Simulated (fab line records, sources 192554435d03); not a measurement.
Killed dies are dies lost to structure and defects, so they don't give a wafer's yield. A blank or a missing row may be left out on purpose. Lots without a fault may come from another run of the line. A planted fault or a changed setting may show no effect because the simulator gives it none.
Split-lot experiment | flow n5_finfet | 7 lots, 21 wafers read, on a route of 1938 steps

THE SPLIT
At N5_BEOL_M8_DESCUM_33 (chemistry O2, time 7 s), the setting time_s was moved away from the recipe's 7 s on 7 of the 21 wafers read, by -17.9% to +18.0%. The other wafers ran this setting at the recipe's value.

The file shows no step between the split and the reading.

THE READING
CAR-EUV_of_BEOL_M8_COAT_22.thk_nm (the simulator's own value, which no gauge read), in nm, at N5_BEOL_M8_ETCH_72 (etches underlayer in N2/H2, target depth 6.5 nm, time 5.2 s). The file gives no usual value for it. The 14 wafers here that ran the recipe average 20.3 nm, standard deviation 0.09 nm.

wafer  | tool, chamber at the split | time_s as run, s | against the recipe | CAR-EUV_of_BEOL_M8_COAT_22.thk_nm, nm | against lot-mates on the recipe
L076.2 | rie_diel-05, 1,0           | 8.26             | +18.0%             | 19.6                                  | -0.8
L076.4 | rie_diel-05, 1,0           | 8.26             | +18.0%             | 19.6                                  | -0.8
L076.5 | rie_diel-05, 1             | 7                | recipe             | 20.4                                  | -
L083.3 | rie_diel-06, 2,1           | 7                | recipe             | 20.4                                  | -
L083.4 | rie_diel-06, 2,1           | 7                | recipe             | 20.4                                  | -
L083.5 | rie_diel-06, 3             | 7                | recipe             | 20.4                                  | -
L086.1 | rie_diel-05, 0             | 7                | recipe             | 20.4                                  | -
L086.3 | rie_diel-05, 2             | 6.491            | -7.3%              | 20.6                                  | +0.3
L086.5 | rie_diel-05, 3             | 7                | recipe             | 20.2                                  | -
L089.1 | rie_diel-05, 2             | 7.647            | +9.2%              | 20                                    | -0.4
L089.4 | rie_diel-05, 3             | 7.647            | +9.2%              | 20                                    | -0.4
L089.3 | rie_diel-05, 3             | 7                | recipe             | 20.4                                  | -
L088.2 | rie_diel-06, 3,1           | 7                | recipe             | 20.4                                  | -
L088.3 | rie_diel-06, 3,1           | 7                | recipe             | 20.4                                  | -
L088.6 | rie_diel-06, 1             | 6.395            | -8.6%              | 20.6                                  | +0.2
L085.3 | rie_diel-03, 0             | 7                | recipe             | 20.4                                  | -
L085.4 | rie_diel-03, 1             | 7                | recipe             | 20.4                                  | -
L085.5 | rie_diel-03, 3             | 5.747            | -17.9%             | 21                                    | +0.6
L095.2 | rie_diel-06, 0,2,0         | 7                | recipe             | 20.2                                  | -
L095.3 | rie_diel-06, 0,2,0         | 7                | recipe             | 20.2                                  | -
L095.5 | rie_diel-06, 0,2,0         | 7                | recipe             | 20.2                                  | -
Where a row lists several chambers, the file gives one row for several wafers and doesn't say which wafer went through which chamber.

THE FIT
A straight line over all 21 wafers: CAR-EUV_of_BEOL_M8_COAT_22.thk_nm changes by -0.0385 nm for each +1% of time_s; r = -0.97; the points scatter about the line by 0.081 nm.
The same after taking each lot's own level away (the mean of its wafers on the recipe; 21 wafers): -0.0398 nm for each +1%; r = -0.99; scatter 0.056 nm.
On that fit, the largest move of time_s shifts the reading by 0.72 nm.
The lots' own levels span 20.20 to 20.40 nm, that is 2.2 times the standard deviation above.
So the lot-to-lot level changes the slope little: the two slopes agree.
Check: with one of the wafers moved furthest among these (+18.0%) left out of the fit, the line predicts -0.715 nm for it against its lot-mates. It came out at -0.8 nm against them.

OTHER SPLITS ON THESE WAFERS
These wafers also went through other splits before the reading. Each is held against what the fit with the lots' levels taken away leaves over:
other split on the same wafers   | wafers away from the commonest value | r with CAR-EUV_of_BEOL_M8_COAT_22.thk_nm (lot level and that fit taken away)
N5_BEOL_M5_EXPOSE_25 dose_mj     | 7                                    | +0.23
N5_BEOL_M6_ETCH_66 bias_w        | 4                                    | +0.23
N5_BEOL_M6_TRENCH_ETCH_37 bias_w | 7                                    | +0.18
N5_BEOL_M7_VIA_ETCH_34 source_w  | 6                                    | -0.21
N5_BEOL_M7_ETCH_41 source_w      | 5                                    | +0.29

THE WHOLE CHAIN: every reading that the file lists as answering this split, in the file's order
step                 | what it does                                                | reading                                                                            | change (the file's fit)                | r (the file's)
N5_BEOL_M8_DESCUM_33 | chemistry O2, time 7 s                                      | CAR-EUV_of_BEOL_M8_COAT_22.thk_nm (the simulator's own value, which no gauge read) | -0.0333 nm for each +1% of the setting | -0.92
N5_BEOL_M8_ETCH_72   | etches underlayer in N2/H2, target depth 6.5 nm, time 5.2 s | CAR-EUV_of_BEOL_M8_COAT_22.thk_nm (the simulator's own value, which no gauge read) | -0.0382 nm for each +1% of the setting | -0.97

THE FILE'S OWN FIT
CAR-EUV_of_BEOL_M8_COAT_22.thk_nm changes by -0.0382 nm for each +1% of time_s, r = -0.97.
